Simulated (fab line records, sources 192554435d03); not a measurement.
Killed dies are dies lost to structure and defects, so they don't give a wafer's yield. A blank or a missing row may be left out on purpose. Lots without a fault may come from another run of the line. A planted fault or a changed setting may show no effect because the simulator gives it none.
fab line records | flow n5_finfet
record lots=6 wafers=18 last_day=20
route steps=1938 shown BEOL_M1@821 BEOL_M2@841 BEOL_M4@1111 PASSIVATION@1936
lots that met no fault: from a run of the same line without faults
start_h: hours from the record's first day to the start of the lot's first wafer shown | wait_h: hours since the lot's step before | " the same as in the row above | L1.1+2: a row that stands for several wafers | - no value, or no start given | * or withheld: withheld | < > ~ a bound
route shown NAME@n: a module of which the file shows steps, and the number in the route of the first | usual: mean/standard deviation of fault-free wafers | same: alike in all rows | chamber/n: place in a boat | sites: the reading at each site | _std_site: their standard deviation | _edge_site: outer sites' mean less inner sites' | radius_mm: how far each site lies from the wafer's centre | mask NAME#n: copy n | behind: the tool/chamber that last shaped the wafer | hold: why the lot was held/for how many hours/how that ended | device: the transistor (n, p or np) that didn't switch | end of line: the same wafers' tests at the end of the route | a step without rows: its recipe alone | killed: dies lost to structure and defects at the first sort, not the wafer's yield | map: a wafer's dies, x killed, . not, _ none there
set.NAME: the setting as run; set.NAME@STEP: as run at that earlier step | model.NAME: the simulator's own value behind a step, which no gauge read
lots at some steps of the route; a table a step, a row a wafer
services: from which hour (start_h, from the record's first day; less than 0 if before it) a tool's chamber was out of use, for how many hours, and why
## steps
# step N5_BEOL_M1_ANNEAL_87
# recipe temp_c=400 time_s=240 ambient=vacuum
# usual heater_power_w=783/95
# columns lot.wafer tool chamber start_h wait_h heater_power_w
L571.1 pvd_sputter-03 - 136.99 0.0 787
L571.4 " - " " 705
L571.6 " - " " 636
L576.1 pvd_sputter-02 - 167.37 0.0 702
L576.2 " - " " 798
L576.4 " - " " 758
L580.1 pvd_sputter-01 - 186.13 0.0 881
L580.3 " - " " 769
L580.4 " - " " 719
L587.1 pvd_sputter-02 - 247.46 0.0 783
L587.3 " - " " 680
L587.5 " - " " 875
L591.1 pvd_sputter-02 - 256.59 0.0 796
L591.4 " - " " 721
L591.6 " - " " 746
L593.2 pvd_sputter-03 - 276.43 0.0 1016
L593.3 " - " " 783
L593.5 " - " " 617
# step N5_BEOL_M1_SPUTTER_88
# recipe material=Cu target_thk_a=45 temp_c=-20 chamber_pressure_pa=0.07 power_w=withheld time_s=8.29
# step N5_BEOL_M1_ANNEAL_89
# recipe temp_c=400 time_s=240 ambient=vacuum
# step N5_BEOL_M1_SPUTTER_90
# recipe material=Cu target_thk_a=45 temp_c=-20 chamber_pressure_pa=0.07 power_w=withheld time_s=8.29
# step N5_BEOL_M1_ANNEAL_91
# recipe temp_c=400 time_s=240 ambient=vacuum
# step N5_BEOL_M1_SPUTTER_92
# recipe material=Cu target_thk_a=45 temp_c=-20 chamber_pressure_pa=0.07 power_w=withheld time_s=8.29
# step N5_BEOL_M1_ANNEAL_93
# recipe temp_c=400 time_s=240 ambient=vacuum
# step N5_BEOL_M1_SPUTTER_94
# recipe material=Cu target_thk_a=45 temp_c=-20 chamber_pressure_pa=0.07 power_w=withheld time_s=8.29
# usual throttle_valve_pct=30.3/1.5
# columns lot.wafer tool chamber start_h wait_h throttle_valve_pct
L571.1 pvd_sputter-03 - 137.79 0.1 29.9
L571.4 " - " " 29.6
L571.6 " - " " 30.9
L576.1 pvd_sputter-02 - 168.17 0.1 32.4
L576.2 " - " " 29.4
L576.4 " - " " 29.3
L580.1 pvd_sputter-01 - 186.93 0.1 32.9
L580.3 " - " " 29.4
L580.4 " - " " 29.1
L587.1 pvd_sputter-02 - 248.26 0.1 29.4
L587.3 " - " " 32.4
L587.5 " - " " 29.3
L591.1 pvd_sputter-02 - 257.39 0.1 29.7
L591.4 " - " " 32.6
L591.6 " - " " 29.1
L593.2 pvd_sputter-03 - 281.78 0.1 32.4
L593.3 " - " " 29.7
L593.5 " - " " 31.1
# step N5_BEOL_M1_ANNEAL_95
# recipe temp_c=400 time_s=240 ambient=vacuum
# step N5_BEOL_M1_SPUTTER_96
# recipe material=Cu target_thk_a=45 temp_c=-20 chamber_pressure_pa=0.07 power_w=withheld time_s=8.29
# step N5_BEOL_M1_ECD_50
# recipe material=Cu target_thk_a=3000
# step N5_BEOL_M1_ANNEAL_51
# recipe temp_c=225 time_s=90 ambient=N2
# usual wafer_temp_C_max=226.0/0.39
# columns lot.wafer tool chamber start_h wait_h wafer_temp_C_max
L571.1 rtp_anneal-02 0 138.20 0.1 226.4
L571.4 " 0 " " 226.1
L571.6 " 0 " " 226.8
L576.1 rtp_anneal-02 0 168.59 0.1 226.5
L576.2 " 0 " " 226.8
L576.4 " 0 " " 226.3
L580.1 rtp_anneal-01 0 187.34 0.1 225.8
L580.3 " 0 " " 225.6
L580.4 " 0 " " 225.7
L587.1 rtp_anneal-02 0 248.68 0.1 225.9
L587.3 " 0 " " 226.0
L587.5 " 0 " " 226.3
L591.1 rtp_anneal-02 0 257.83 0.1 226.0
L591.4 " 0 " " 226.4
L591.6 " 0 " " 225.9
L593.2 rtp_anneal-02 0 282.24 0.1 226.5
L593.3 " 0 " " 226.4
L593.5 " 0 " " 225.9
# step N5_BEOL_M1_CMP_52
# recipe stop_on=SiOC t_overpolish_s=6.8 down_force_psi=1 platen_rpm=50 clearing_platen_down_force_psi=1.5 clearing_platen_rpm=50 post_cmp_clean=cu_alkaline target_thk_nm=40 clearing_platen_pad_velocity_m_s=0.99484 pad_velocity_m_s=0.99484
# usual barrier_field_endpoint_s=24.7/0.63 edge_zone_pressure_frac=0.999/0.0058 motor_current_A=6.0/0.47 overpolish_run_s=6.802/0.0097 time_to_endpoint_s=62.4/2.4
# columns lot.wafer tool chamber start_h wait_h barrier_field_endpoint_s edge_zone_pressure_frac motor_current_A overpolish_run_s time_to_endpoint_s
L571.1 cmp-02 3 138.50 0.3 24.8 0.997 5.6 6.807 64.8
L571.4 " 2 " " 24.7 1.002 5.7 6.789 63.4
L571.6 " 0 " " 25.8 1.003 5.6 6.801 68.2
L576.4 cmp-04 0 168.88 0.1 24.8 1.010 5.9 6.803 63.2
L576.2 " 2 " " 24.0 1.000 6.5 6.806 62.6
L576.1 " 3 " " 23.8 1.004 6.9 6.806 59.3
L580.3 cmp-04 3 187.64 0.2 25.7 0.996 7.0 6.795 63.4
L580.4 " 0 " " 26.3 1.006 5.7 6.808 64.8
L580.1 " 2 " " 26.3 0.999 6.2 6.808 68.2
L587.1 cmp-02 1 248.98 0.3 24.6 0.994 5.6 6.808 62.3
L587.3 " 0 " " 24.4 1.002 5.3 6.809 61.7
L587.5 " 1 " " 25.2 0.994 5.8 6.806 63.5
L591.4 cmp-04 2 258.13 0.1 25.6 1.005 6.3 6.797 63.0
L591.1 " 1 " " 25.0 0.991 6.0 6.795 65.3
L591.6 " 3 " " 25.1 0.993 6.9 6.802 61.6
L593.2 cmp-04 1 282.50 0.2 24.0 1.000 5.9 6.788 62.1
L593.3 " 2 " " 23.7 0.987 6.5 6.825 63.9
L593.5 " 2 " " 24.5 0.995 6.3 6.813 62.9
# step N5_BEOL_M1_PRE_CLEAN_60
# recipe gas=NH3/H2 time_s=15 temp_c=* rf_power_w=300
# usual heater_power_w=87/18
# columns lot.wafer tool chamber start_h wait_h heater_power_w
L571.1 cvd_co-01 0 138.83 0.0 70
L571.4 " 2 " " 70
L571.6 " 1 " " 98
L576.1 cvd_co-01 0 169.21 0.0 72
L576.2 " 2 " " 69
L576.4 " 1 " " 93
L580.1 cvd_co-01 1 187.97 0.0 94
L580.3 " 2 " " 69
L580.4 " 2 " " 69
L587.1 cvd_co-01 1 249.31 0.0 94
L587.3 " 2 " " 68
L587.5 " 0 " " 72
L591.1 cvd_co-02 0 258.46 0.0 128
L591.4 " 2 " " 87
L591.6 " 0 " " 126
L593.2 cvd_co-01 1 282.83 0.0 95
L593.3 " 0 " " 69
L593.5 " 2 " " 72
# step N5_BEOL_M1_CO_CAP_55
# recipe material=Co target_thk_a=20 temp_c=200 precursor=CCTBA/H2 pressure_torr=30 time_s=102.1
# step N5_BEOL_M1_PRE_CLEAN_56
# recipe gas=NH3 time_s=15 temp_c=withheld rf_power_w=300
# step N5_BEOL_M1_DEP_57
# recipe material=SiCN target_thk_a=80 temp_c=withheld precursor=3MS/NH3 pressure_torr=3 rf_w=202 time_s=14
# usual showerhead_plenum_p_Torr=3.669/0.012 throttle_valve_pct=9.0/0.59
# columns lot.wafer tool chamber start_h wait_h showerhead_plenum_p_Torr throttle_valve_pct
L571.1 pecvd-01 2 138.99 0.0 3.667 8.3
L571.4 " 0 " " 3.649 8.5
L571.6 " 1 " " 3.660 9.2
L576.1 pecvd-04 0 169.38 0.0 3.663 9.6
L576.2 " 1 " " 3.693 8.5
L576.4 " 2 " " 3.678 9.4
L580.1 pecvd-02 1 188.13 0.0 3.660 9.9
L580.3 " 0 " " 3.675 9.9
L580.4 " 0 " " 3.659 10.3
L587.1 pecvd-01 0 249.46 0.0 3.647 8.8
L587.3 " 2 " " 3.672 8.1
L587.5 " 2 " " 3.676 8.2
L591.1 pecvd-04 1 258.62 0.0 3.689 8.7
L591.4 " 1 " " 3.696 8.4
L591.6 " 2 " " 3.675 8.6
L593.2 pecvd-04 1 282.98 0.0 3.687 8.5
L593.3 " 2 " " 3.675 8.6
L593.5 " 1 " " 3.693 8.3
# step N5_BEOL_M1_INSPECT_59
# recipe inspect_instrument=darkfield mode=post_dep
# usual raw_defect_count=78/24
# columns lot.wafer tool chamber start_h wait_h raw_defect_count
L571.1 defect_inspect-02 - 139.08 0.0 71
L571.4 " - " " 124
L571.6 " - " " 125
L576.1 defect_inspect-01 - 169.48 0.0 90
L576.2 " - " " 58
L576.4 " - " " 326
L580.1 defect_inspect-02 - 188.22 0.0 91
L580.3 " - " " 93
L580.4 " - " " 351
L587.1 defect_inspect-01 - 249.56 0.0 55
L587.3 " - " " 82
L587.5 " - " " 94
L591.1 defect_inspect-02 - 258.71 0.0 64
L591.4 " - " " 85
L591.6 " - " " 89
L593.2 defect_inspect-01 - 283.08 0.0 49
L593.3 " - " " 48
L593.5 " - " " 66
# step N5_BEOL_M2_ILD_DEP_00
# recipe material=SiOC target_thk_a=790 temp_c=350 precursor=DEMS/O2 pressure_torr=5 rf_w=500 time_s=15.3
# step N5_BEOL_M4_RC_MEAS_101
# usual DIBL_N=36.3/1.2 DIBL_P=36.3/1.4 IOFF_N=0.160/0.02 IOFF_P=0.210/0.025 ION_N=675/9.5 ION_P=462/7 SS_N=71.5/0.53 SS_P=73.4/0.55 VT_N=249.5/2.6 VT_P=-250.1/2.9
# columns lot.wafer tool chamber start_h wait_h DIBL_N[mV/V] DIBL_P[mV/V] IOFF_N[nA/um] IOFF_P[nA/um] ION_N[uA/um] ION_P[uA/um] SS_N[mV/dec] SS_P[mV/dec] VT_N[mV] VT_P[mV]
L571.1 prober-01 0 195.39 0.0 35.0 35.3 0.150 0.209 678 459 72.3 73.5 250.5 -252.0
L571.4 " 0 " " 34.1 34.4 0.142 0.201 672 465 71.1 72.3 250.3 -247.2
L571.6 " 0 " " 34.8 35.4 0.149 0.209 670 461 71.4 73.3 252.1 -248.5
L576.1 prober-02 0 218.02 0.0 36.7 37.3 0.178 0.264 670 462 71.6 74.1 245.4 -244.1
L576.2 " 0 " " 36.2 35.7 0.153 0.220 663 458 70.9 73.6 252.2 -247.2
L576.4 " 0 " " 36.1 35.9 0.148 0.224 671 465 70.9 73.7 252.0 -246.0
L580.1 prober-02 0 247.75 0.0 35.8 35.6 0.148 0.217 670 466 71.9 72.8 251.2 -247.0
L580.3 " 0 " " 35.3 35.3 0.147 0.226 661 465 72.0 73.2 248.9 -248.3
L580.4 " 0 " " 37.4 37.4 0.188 0.253 670 466 72.8 73.0 244.6 -247.5
L587.1 prober-01 0 329.17 0.0 35.6 35.8 0.138 0.200 667 466 70.9 72.7 250.6 -249.4
L587.3 " 0 " " 36.9 37.0 0.153 0.216 659 459 72.1 73.9 250.8 -249.5
L587.5 " 0 " " 36.3 36.5 0.149 0.211 670 465 72.0 73.0 252.9 -251.5
L591.1 prober-01 0 334.37 0.0 34.5 34.8 0.144 0.179 673 456 70.2 71.9 251.6 -254.8
L591.4 " 0 " " 35.2 36.1 0.167 0.198 684 467 70.8 73.4 247.0 -250.6
L591.6 " 0 " " 35.2 35.1 0.160 0.185 675 458 71.4 72.3 249.6 -254.0
L593.2 prober-02 0 363.44 0.2 35.5 36.3 0.164 0.216 691 475 71.3 73.3 245.8 -247.9
L593.3 " 0 " " 35.2 35.8 0.151 0.197 676 461 70.9 73.0 248.9 -248.3
L593.5 " 0 " " 36.0 36.6 0.176 0.216 688 468 71.5 73.1 245.0 -248.6
# step N5_PASSIVATION_PROBE_49
# usual defect_limited_yield=90.9/1.3 killed_at_M0_to_M3=36/11 killed_at_M4_up=13/5.1 killed_at_contacts=14/4.9 killed_at_front_end=41/10 killed_at_other=3.4/2.6 killed_dies=107/16 killed_on_rim=14/4 killed_open=70/11 killed_short=36/7.8 sort_bin_5_function=5.4/0.84 sort_bin_6_memory=3.4/0.67 sort_n_pass=1073/16 sort_yield_pct=90.9/1.3
# same gross_dies=1180 killed_at_back_side=0 sort_bin_4_leakage[%]=0 sort_bin_8_speed[%]=0
# columns lot.wafer tool chamber start_h wait_h defect_limited_yield[%] killed_at_M0_to_M3 killed_at_M4_up killed_at_contacts killed_at_front_end killed_at_other killed_dies killed_on_rim killed_open killed_short sort_bin_5_function[%] sort_bin_6_memory[%] sort_n_pass sort_yield_pct[%]
L576.4 prober-02 - 334.83 0.2 73.3 254 9 11 38 3 315 38 58 33 14.8 10.3 865 73.3
L580.4 prober-01 - 363.91 0.2 72.2 259 11 15 40 3 328 42 63 26 15.9 10.5 852 72.2
# killed by level:class
L576.4 BEOL_M1:unspecified=224 MOL_CONTACT_COAG:geometric_particle:open=10 FIN_SAQP:geometric_particle:open=9 FIN_SAQP:geometric_particle:short=9 BEOL_M0_SAQP:geometric_particle:short=7 STI_FIN_REVEAL:geometric_particle:open=6 DUMMY_GATE:geometric_particle:open=5 BEOL_M0_SAQP:geometric_particle:open=4
L580.4 BEOL_M1:unspecified=238 MOL_CONTACT_COAG:geometric_particle:open=12 FIN_SAQP:geometric_particle:open=9 BEOL_M4:geometric_particle:open=7 BEOL_M3:geometric_particle:open=7 STI_FIN_REVEAL:geometric_particle:open=6 FIN_SAQP:geometric_particle:short=5 BEOL_M3:geometric_particle:short=5
# map L576.4 (x killed, . not)
_________________..x.x...x.x.________________
______________...x....x..x.x.x.._____________
___________....xx..x.x.x...x.x.x.x.__________
__________........x..x..x.xx..x.xx.._________
________..x....x..xxx.......x.x....x.._______
_______...x..xx......xx...........x..x.______
______....x.............xx.x.....x..xx.._____
_____xx.xxxx.x...x.....x....xxx.x.xx..x.x____
____x......xx.x........x.....xx...x.x.x..x___
___....x.......x......xx.x.....x.....xx.x..__
___...xx.x.x.x...xx...x..x...xx.......xx...__
__x...x.....xx....x....x...xx...x.....xx...._
__....x..........x..xx..x..x............x..x_
_....x.x..x.........xxxx..x.x..xx.xx.x..xx...
_.x..x.x............xx......xx..xx.x........x
_......xxxx..x.....x..x.x...........x.x.x..x.
_..x.....xxxx..........x....x................
_.....xxxx......x....x..........xx......x..x.
_xx.....x..xx...x...x.x..x.....x.....x...x..x
_....x..........................x..xx......x.
_x...xx.x..x..x......x.x.........x....x.xx..x
__x..x.......xxxx....x.x..x.x..x...x........_
__.xx.....xxxx....xx...xx........xx.x....x.._
___..............x.x..xx......x............__
___.....x....x......xx...x...x..xx.......xx__
____....x.x..x.....x.......xx.xxx..xx.....___
_____...........xx...x.xxx..x..x.xx..x...____
______........x...x.x...x...xx......x..._____
_______....x...x..xx.x..x...x..xx.xxx.x______
________..xx.x.x.x...........x..x....x_______
__________......xx..x.x.x.x........._________
___________...x...x...xx......x....__________
______________...xx.x.......x.x._____________
_________________x....xx...x.________________
# map L580.4 (x killed, . not)
_________________.....x...x..________________
______________..xx.........x...._____________
___________.x...x...x.xx.........x.__________
__________x....x...xxx.....x........_________
________....x.x.....x.x.....xx........_______
_______.......x.x...x..x.x..x.x..x..x..______
______xx....xx....x.xx.x...x..x....xx..._____
_____....x......x......x..x......x.xx..xx____
____.....x..xxxx.......xx.xx....xx..x....x___
___x.x....x....x..........x.x...x...x.x.x.x__
___x.x...x..x....xx......x...x....xx......x__
__....x..x...x.x........x..........xx......x_
__....xxx....x...xx..x..x..x.x.x....xx......_
_.x.....xx...x.xx.x.....xx...x.x.x.....xxx...
_....x....x...x...x..xx......x....x.x..x.....
_...x..x..x.....x.x...........xxx.x.x........
_xx...xx....xx...xxx.....x..xx........x...x..
_..x...x..............xx.xx.......x....xxxx.x
_.x..xx..xx......xx......x..x.xx.....xx..x...
_....x.........x.......x.xx..x.x......x.x....
_...x...xx...........x.xx...x.x.x.........x.x
__x...xx...x.x..........x..x..xx...xx.x..x.._
__.x........xx.xxx...xxx...xx.......x.x....._
___x.xxxx........x..x......x...xx..x......x__
___....xx...xxx...x.xx.x.x.xxx.x....xx...x.__
____...xxx.x..........x...xx...x..x..x...x___
_____x.x.xx..xx....xx....x..x...xx.......____
______....x..........x......x....x.x..xx_____
_______.x.xx.....x.........xx........xx______
________......xx..x....x..xxx.....x.xx_______
__________.x......xx.xx......x..xx.._________
___________......x...x...x.xx..xx..__________
______________.......x.x.......x_____________
_________________....x..x.x..________________
## services
# columns tool chamber start_h hours kind
pecvd-04 2 113.73 4.0 repair
cmp-02 - 119.64 4.0 pm
cvd_co-02 - 120.87 1.0 repair
cvd_co-02 - 123.05 3.6 repair
cmp-02 - 123.64 - consumable_replace:conditioner
cmp-04 - 129.63 10.0 pm
pecvd-01 - 142.23 2.8 pm
pecvd-01 2 169.08 7.5 repair
pecvd-01 - 177.85 1.3 repair
pecvd-01 - 181.87 0.8 repair
cmp-02 - 201.20 1.1 repair
pecvd-04 2 202.38 - clean
pecvd-04 2 202.38 - consumable_replace:showerhead
pecvd-04 2 202.38 29.0 scheduled_down
pecvd-04 2 202.38 29.0 vent_cycle
pecvd-04 0 212.20 5.5 scheduled_down
pecvd-04 1 224.13 2.1 scheduled_down
cmp-04 - 245.63 0.6 repair
pecvd-02 2 255.76 6.7 repair
rtp_anneal-01 - 258.67 1.0 pm
cvd_co-01 0 258.76 11.8 repair
cmp-04 - 264.61 6.3 pm
cmp-04 - 273.00 2.2 repair
pecvd-01 1 276.93 5.8 repair
## key
first_sign step=N5_BEOL_M1_INSPECT_59 reading=raw_defect_count direction=up sigmas=11 usual=78 struck=338
effect step=N5_PASSIVATION_PROBE_49 reading=killed_at_M0_to_M3 direction=up sigmas=19 usual=36 struck=256
more_kills_born_at N5_BEOL_M1_CMP_52@cmp-04=462
met_at N5_BEOL_M1_CMP_52
struck_wafers L576.4,L580.4
fault kind=chamber_particle_source tool=cmp-04 chamber=0 onset_h=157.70 steps=N5_BEOL_M1_CMP_52 rate_per_visit_cm2=0.4516 end_h=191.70
